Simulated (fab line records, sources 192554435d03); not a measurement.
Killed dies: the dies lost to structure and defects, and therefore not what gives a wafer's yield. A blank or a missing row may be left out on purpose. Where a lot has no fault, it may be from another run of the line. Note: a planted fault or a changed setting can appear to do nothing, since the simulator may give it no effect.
Chamber matching | flow n5 finfet | 3 sister chambers for N5_BEOL_M3_PRE_CLEAN_60 on cvd co-02
The step time 15 s. 27 wafers are shown with their chamber, then 12 later ones without.

== WAFERS PAIRED WITH THEIR CHAMBERS ==
wafer  | chamber | heater power w (W)
L075.1 | 1       | 29
L075.4 | 2       | 101
L075.6 | 0       | 83
L077.3 | 1       | 30
L077.5 | 2       | 104
L077.6 | 0       | 84
L076.4 | 1       | 30
L076.5 | 0       | 80
L076.6 | 2       | 103
L078.1 | 0       | 83
L078.2 | 1       | 29
L078.3 | 2       | 103
L081.1 | 2       | 104
L081.2 | 1       | 30
L081.6 | 1       | 30
L082.1 | 1       | 30
L082.3 | 0       | 83
L082.4 | 0       | 84
L085.2 | 1       | 30
L085.4 | 1       | 30
L085.6 | 0       | 84
L087.2 | 2       | 104
L087.4 | 2       | 99
L087.6 | 0       | 84
L090.2 | 0       | 82
L090.3 | 1       | 31
L090.5 | 2       | 102

SIGNATURES (means of the wafers above)
reading        | chamber 0 | chamber 1 | chamber 2 | scatter within a chamber
heater power w | 83.00     | 29.90     | 102.50    | 1.27
Rule: for a wafer and a chamber, the distance is found by dividing, reading by reading, the gap between the wafer's reading and the chamber's mean by the reading's scatter, squaring, summing and taking the root. The wafer belongs to the nearest chamber; if the next one is less than 2 further off, it can't be placed. The scatter is the square root of a quotient: the sum, over the shown wafers, of each reading's squared deviation from its chamber's mean, divided by wafers minus chambers.

== WAFERS WHOSE CHAMBER IS MISSING ==
wafer  | heater power w (W)
L092.2 | 102
L092.3 | 30
L092.5 | 30
L094.2 | 102
L094.4 | 85
L094.5 | 100
L095.1 | 31
L095.2 | 82
L095.3 | 103
L097.1 | 32
L097.3 | 102
L097.4 | 30

== WHICH CHAMBER EACH WENT THROUGH ==
wafer  | from the rows above | in truth
L092.2 | 2                   | 2
L092.3 | 1                   | 1
L092.5 | 1                   | 1
L094.2 | 2                   | 2
L094.4 | 0                   | 0
L094.5 | 2                   | 2
L095.1 | 1                   | 1
L095.2 | 0                   | 0
L095.3 | 2                   | 2
L097.1 | 1                   | 1
L097.3 | 2                   | 2
L097.4 | 1                   | 1
Correct placement for 12 of the 12. From these rows, 0 cannot be placed. Placed wrongly: 0.
